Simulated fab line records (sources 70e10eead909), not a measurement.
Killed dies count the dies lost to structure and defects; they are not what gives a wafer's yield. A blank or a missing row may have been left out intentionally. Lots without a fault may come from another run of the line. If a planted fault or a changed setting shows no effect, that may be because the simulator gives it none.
fab line records	flow nand_harc
[record] lots = 15	wafers = 45	last_day = 24
route steps=1159 shown P_M0@275 P_M1@285
lots with no fault: from the same line, run without faults
start_h: hours from the record's opening day to when the first of the lot's shown wafers began	wait_h: hours since the lot's step before	" identical to the entry in the row above	L1.1+2: a row that stands for several wafers	- either no value or no given start	* or withheld: withheld	< > ~ a bound
route shown NAME@n: a module of which the file shows steps, and the number in the route of the first	usual: mean/standard deviation of fault-free wafers	same: alike in all rows	chamber/n: place in a boat	sites: each site's reading	_std_site: standard deviation of those values	_edge_site: mean of outer sites minus mean of inner sites	radius_mm: for every site, how far away it sits from the centre of the wafer	mask NAME#n: copy n	behind: the last tool/chamber to shape the wafer	hold: what put the lot on hold/how long, in hours/how the hold closed	device: names the non-switching transistor (n, p or np)	end of line: the route-end tests of the same wafers	a step given without rows: its recipe and nothing more	killed: dies lost to structure and defects at the first sort, not the wafer's yield	map: a wafer's dies, x killed, . not, _ none there
set.NAME: setting as actually run; set.NAME@STEP: the setting as run at that earlier step	model.NAME: the simulator's own value behind a step, which no gauge read
steps of the route over a sample of lots; a table a step, a row a wafer
services: the hour from which a tool's chamber was out of use, counted from the record's first day as start_h (under 0 if before that day), plus the number of hours and why
[[steps]]
[step NHARC_P_M0_PVD_21]
[recipe] target_thk_a = 300	chamber_pressure_pa = 5	power_w = 5000	substrate_temp_c = 30	time_s = 20.49	material = Cu
[usual] cathode_dc_power_W = 5000.0/0.86	throttle_valve_pct = 29.7/1.2
lot.wafer	tool	chamber	start_h	wait_h	cathode_dc_power_W	throttle_valve_pct
L755.1	pvd_sputter-02	-	-	-	4999.9	31.1
L755.2	"	-	"	"	5001.6	30.0
L755.6	"	-	"	"	5000.4	30.0
L754.4	pvd_sputter-03	-	-	-	5000.4	28.1
L754.3	"	-	"	"	4998.9	30.5
L754.1	"	-	"	"	4999.3	29.6
L757.3	pvd_sputter-01	-	-	-	4999.8	32.1
L757.1	"	-	"	"	5000.7	29.3
L757.4	"	-	"	"	5000.4	27.1
L758.1	pvd_sputter-01	-	-	-	5000.6	29.3
L758.4	"	-	"	"	4998.1	29.3
L758.3	"	-	"	"	5001.3	32.2
L759.3	pvd_sputter-03	-	-	-	5001.5	28.1
L759.4	"	-	"	"	4999.8	29.6
L759.6	"	-	"	"	5001.7	28.2
L760.1	pvd_sputter-02	-	-	-	5000.9	29.6
L760.2	"	-	"	"	4998.6	31.1
L760.6	"	-	"	"	4998.9	30.2
L763.3	pvd_sputter-01	-	-	-	4999.1	32.2
L763.1	"	-	"	"	5001.0	28.7
L763.4	"	-	"	"	4999.7	30.3
L768.4	pvd_sputter-01	-	-	-	5000.7	27.2
L768.2	"	-	"	"	5000.4	32.2
L768.6	"	-	"	"	5000.3	28.3
L766.2	pvd_sputter-03	-	-	-	4999.6	29.0
L766.4	"	-	"	"	4999.5	28.3
L766.5	"	-	"	"	5000.7	29.2
L770.3	pvd_sputter-03	-	-	-	4999.1	29.7
L770.4	"	-	"	"	5000.8	29.1
L770.1	"	-	"	"	4999.4	30.7
L771.4	pvd_sputter-02	-	-	-	5001.6	30.2
L771.6	"	-	"	"	4999.8	29.8
L771.5	"	-	"	"	5000.4	30.1
L773.1	pvd_sputter-01	-	-	-	5001.5	32.1
L773.2	"	-	"	"	4998.8	30.5
L773.6	"	-	"	"	4999.4	28.5
L772.3	pvd_sputter-03	-	-	-	4998.4	30.6
L772.4	"	-	"	"	5000.9	29.5
L772.6	"	-	"	"	4999.4	30.6
L774.4	pvd_sputter-03	-	-	-	4998.7	28.2
L774.1	"	-	"	"	4999.3	30.7
L774.6	"	-	"	"	4999.9	28.2
L776.2	pvd_sputter-03	-	-	-	4998.8	29.3
L776.4	"	-	"	"	5000.9	30.7
L776.6	"	-	"	"	4999.8	29.8
[step NHARC_P_M0_DEP_32]
[recipe] target_thk_a = 300	temp_c = 370	target_thk_nm = 30	pressure_torr = 3	flow_sccm = 200	rf_w = 450	material = SiCN
[usual] chamber_pressure_Torr = 3.000/0.0063	heater_power_outer_w = 301/45	heater_power_w = 527/64	susceptor_temp_C = 369.99/0.2
lot.wafer	tool	chamber	start_h	wait_h	chamber_pressure_Torr	heater_power_outer_w	heater_power_w	susceptor_temp_C
L755.1	pecvd-04	1	124.53	0.1	2.999	285	475	369.88
L755.2	"	2	"	"	3.000	266	535	369.83
L755.6	"	0	"	"	3.005	337	584	369.97
L754.3	pecvd-03	1	134.22	0.1	2.997	302	567	370.01
L754.1	"	2	"	"	2.999	331	555	370.09
L754.4	"	2	"	"	3.001	333	545	370.03
L757.1	pecvd-02	0	137.81	0.1	2.998	381	616	370.18
L757.3	"	2	"	"	3.009	234	437	370.25
L757.4	"	2	"	"	3.003	240	446	370.13
L758.1	pecvd-04	1	145.12	0.1	3.001	264	471	369.94
L758.3	"	0	"	"	3.009	329	564	370.09
L758.4	"	1	"	"	2.998	266	474	369.64
L759.3	pecvd-03	1	153.59	0.1	3.006	243	479	369.99
L759.6	"	1	"	"	2.996	242	481	369.88
L759.4	"	2	"	"	2.996	272	486	369.96
L760.1	pecvd-03	2	164.81	0.1	3.012	341	563	369.98
L760.2	"	1	"	"	2.996	298	546	370.39
L760.6	"	1	"	"	2.999	296	547	370.00
L763.3	pecvd-02	1	176.91	0.1	3.003	325	589	369.86
L763.1	"	2	"	"	2.992	278	481	370.02
L763.4	"	0	"	"	2.998	320	530	370.03
L768.2	pecvd-02	2	195.75	0.1	3.001	274	474	369.79
L768.6	"	2	"	"	2.995	278	472	369.95
L768.4	"	0	"	"	3.003	400	635	369.95
L766.2	pecvd-03	1	196.28	0.1	3.005	308	574	370.19
L766.4	"	1	"	"	3.006	307	560	369.77
L766.5	"	0	"	"	2.990	277	467	370.02
L770.3	pecvd-02	2	226.62	0.1	3.005	245	425	370.07
L770.1	"	0	"	"	2.990	407	631	369.83
L770.4	"	1	"	"	3.000	329	571	369.84
L771.5	pecvd-04	2	228.91	0.2	3.000	362	670	370.23
L771.6	"	0	"	"	3.003	418	675	370.04
L771.4	"	1	"	"	3.006	306	526	370.27
L773.2	pecvd-04	1	235.92	0.1	3.003	294	522	370.15
L773.1	"	2	"	"	2.993	329	620	369.97
L773.6	"	0	"	"	3.007	331	558	369.55
L772.3	pecvd-03	1	236.57	0.1	3.002	298	543	370.67
L772.6	"	1	"	"	2.992	292	549	370.31
L772.4	"	0	"	"	3.000	218	397	370.08
L774.1	pecvd-03	2	244.44	0.1	3.004	290	509	369.85
L774.6	"	1	"	"	2.997	283	550	369.92
L774.4	"	2	"	"	2.991	284	493	370.36
L776.2	pecvd-03	2	250.59	0.1	3.001	287	486	369.89
L776.4	"	1	"	"	2.995	313	568	370.25
L776.6	"	2	"	"	2.987	288	499	369.87
[step NHARC_P_M1_DEP_00]
[recipe] target_thk_a = 1825	target_thk_nm = 182.5	temp_c = withheld	pressure_torr = 5	flow_sccm = 200	rf_w = 600	material = SiOC
[usual] chamber_pressure_Torr = 5.000/0.011	rf_fwd_power_W = 598.8/1.9
lot.wafer	tool	chamber	start_h	wait_h	chamber_pressure_Torr	rf_fwd_power_W
L755.2	pecvd-02	0	125.02	-	4.996	599.9
L755.1	"	2	"	"	4.998	598.7
L755.6	"	2	"	"	4.997	600.8
L754.3	pecvd-04	1	134.63	-	4.999	600.6
L754.1	"	2	"	"	5.027	602.4
L754.4	"	0	"	"	5.018	599.2
L757.1	pecvd-04	0	138.23	-	5.014	597.7
L757.3	"	2	"	"	5.007	597.6
L757.4	"	0	"	"	5.006	598.8
L758.1	pecvd-02	0	145.58	-	4.983	597.4
L758.3	"	1	"	"	4.989	598.7
L758.4	"	0	"	"	4.988	597.8
L759.3	pecvd-03	1	153.98	-	4.999	594.5
L759.6	"	1	"	"	4.993	599.0
L759.4	"	2	"	"	4.990	595.7
L760.1	pecvd-04	0	165.22	-	4.990	601.8
L760.2	"	2	"	"	5.011	598.6
L760.6	"	1	"	"	5.003	598.7
L763.3	pecvd-03	2	177.32	-	-	-
L763.1	"	0	"	"	-	-
L763.4	"	2	"	"	-	-
L768.2	pecvd-02	1	196.23	-	-	-
L768.4	"	2	"	"	-	-
L768.6	"	0	"	"	-	-
L766.2	pecvd-02	1	196.78	-	-	-
L766.5	"	2	"	"	-	-
L766.4	"	1	"	"	-	-
L770.3	pecvd-02	1	227.05	-	5.015	600.0
L770.1	"	2	"	"	4.986	598.3
L770.4	"	2	"	"	4.996	599.5
L771.5	pecvd-02	1	229.33	-	4.988	598.7
L771.4	"	2	"	"	5.010	598.7
L771.6	"	0	"	"	4.987	593.0
L773.1	pecvd-04	2	236.31	-	5.006	597.5
L773.2	"	0	"	"	5.000	600.5
L773.6	"	0	"	"	4.974	598.1
L772.3	pecvd-04	0	237.04	-	4.991	598.2
L772.4	"	2	"	"	5.010	599.4
L772.6	"	1	"	"	5.018	599.5
L774.1	pecvd-02	2	244.90	-	5.023	596.8
L774.4	"	1	"	"	5.007	600.4
L774.6	"	2	"	"	5.015	597.6
L776.2	pecvd-02	1	251.02	-	5.022	601.3
L776.4	"	2	"	"	5.010	594.4
L776.6	"	0	"	"	4.985	600.2
[step NHARC_P_M1_OVL_MEAS_10]
[recipe] pitch_nm = 260
[usual] overlay_x_nm = -0.1/0.84	overlay_y_nm = 0.0/0.72
lot.wafer	tool	chamber	start_h	wait_h	overlay_x_nm	overlay_y_nm
L755.1	overlay-01	-	125.94	-	-0.2	0.3
L755.2	"	-	"	"	-0.7	0.6
L755.6	"	-	"	"	-0.8	0.3
L754.1	overlay-01	-	135.55	-	0.0	-0.2
L754.3	"	-	"	"	0.4	-0.3
L754.4	"	-	"	"	0.0	-0.5
L757.1	overlay-02	-	139.15	-	-0.7	0.6
L757.3	"	-	"	"	-0.8	0.3
L757.4	"	-	"	"	-1.2	0.2
L758.1	overlay-02	-	146.33	-	0.3	-0.3
L758.3	"	-	"	"	0.4	-0.1
L758.4	"	-	"	"	-0.1	0.2
L759.3	overlay-02	-	154.78	-	-0.4	0.4
L759.4	"	-	"	"	-0.6	-0.1
L759.6	"	-	"	"	-0.2	0.2
L760.1	overlay-02	-	166.14	-	-1.1	0.6
L760.2	"	-	"	"	-0.6	0.3
L760.6	"	-	"	"	-1.5	0.4
L763.1	overlay-02	-	178.11	-	0.7	1.0
L763.3	"	-	"	"	1.3	-0.3
L763.4	"	-	"	"	0.7	-0.3
L768.2	overlay-02	-	197.06	-	-1.0	0.2
L768.4	"	-	"	"	-1.2	0.0
L768.6	"	-	"	"	-1.0	0.1
L766.2	overlay-02	-	197.61	-	-0.3	-1.0
L766.4	"	-	"	"	-0.4	-0.7
L766.5	"	-	"	"	-0.5	-0.9
L770.1	overlay-02	-	227.81	-	-1.0	-0.9
L770.3	"	-	"	"	-0.7	-1.1
L770.4	"	-	"	"	-1.0	-1.2
L771.4	overlay-02	-	230.13	-	0.8	1.7
L771.5	"	-	"	"	0.3	2.2
L771.6	"	-	"	"	1.2	1.3
L773.1	overlay-02	-	237.19	-	-0.3	-0.2
L773.2	"	-	"	"	0.8	-0.1
L773.6	"	-	"	"	0.1	-0.1
L772.3	overlay-01	-	237.92	-	-0.3	0.6
L772.4	"	-	"	"	-0.3	1.3
L772.6	"	-	"	"	0.0	1.1
L774.1	overlay-01	-	245.73	-	-0.3	-0.6
L774.4	"	-	"	"	0.0	-0.7
L774.6	"	-	"	"	-0.5	-0.3
L776.2	overlay-02	-	251.73	-	0.9	-1.0
L776.4	"	-	"	"	1.0	-0.6
L776.6	"	-	"	"	1.1	-1.4
[[services]]
tool	chamber	start_h	hours	kind
pvd_sputter-03	-	102.05	10.0	pm
pecvd-03	-	111.26	13.0	pm
pecvd-03	0	111.26	13.0	vent_cycle
pecvd-03	1	111.26	13.0	vent_cycle
pecvd-03	2	111.26	13.0	vent_cycle
pecvd-03	0	124.26	-	clean
pecvd-03	1	124.26	-	clean
pecvd-03	2	124.26	-	clean
pecvd-02	-	153.14	13.0	pm
pecvd-02	0	153.14	13.0	vent_cycle
pecvd-02	1	153.14	13.0	vent_cycle
pecvd-02	2	153.14	13.0	vent_cycle
pvd_sputter-01	-	158.03	10.0	pm
pecvd-02	0	166.14	-	clean
pecvd-02	1	166.14	-	clean
pecvd-02	2	166.14	-	clean
pecvd-03	-	168.33	5.8	repair
pecvd-02	2	170.18	2.3	repair
pvd_sputter-02	-	187.60	2.7	repair
pecvd-04	-	195.00	13.0	pm
pvd_sputter-03	-	195.69	6.6	repair
pvd_sputter-03	-	226.36	4.4	repair
pvd_sputter-02	-	231.39	10.0	pm
pvd_sputter-01	-	246.58	14.5	repair
[[key]]
[first_sign] step = NHARC_P_M1_DEP_00	reading = tool_record	direction = missing
effect none on later readings
met_at NHARC_P_M1_DEP_00
struck_lots L763,L766,L768
later_rows_left_out L763.1,L763.3,L763.4,L766.2,L766.4,L766.5,L768.2,L768.4,L768.6
sort_left_out L763.1,L763.3,L763.4,L766.2,L766.4,L766.5,L768.2,L768.4,L768.6
not_acting_at NHARC_P_M0_PVD_21,NHARC_P_M0_DEP_32,NHARC_P_M1_OVL_MEAS_10
onset_between 153.98 177.32
[fault] kind = skipped_step_whole	tool = pecvd-02,pecvd-03	chamber = -	onset_h = 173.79	steps = NHARC_P_M1_DEP_00	scope = struck_lots_only
// sort_left_out: the simulated sort isn't trusted on such a fault, so these wafers' sort isn't shown, and their yield isn't known
// later_rows_left_out: the simulator's readings of these wafers behind a module that went badly wrong aren't trusted and aren't shown, but for the sort
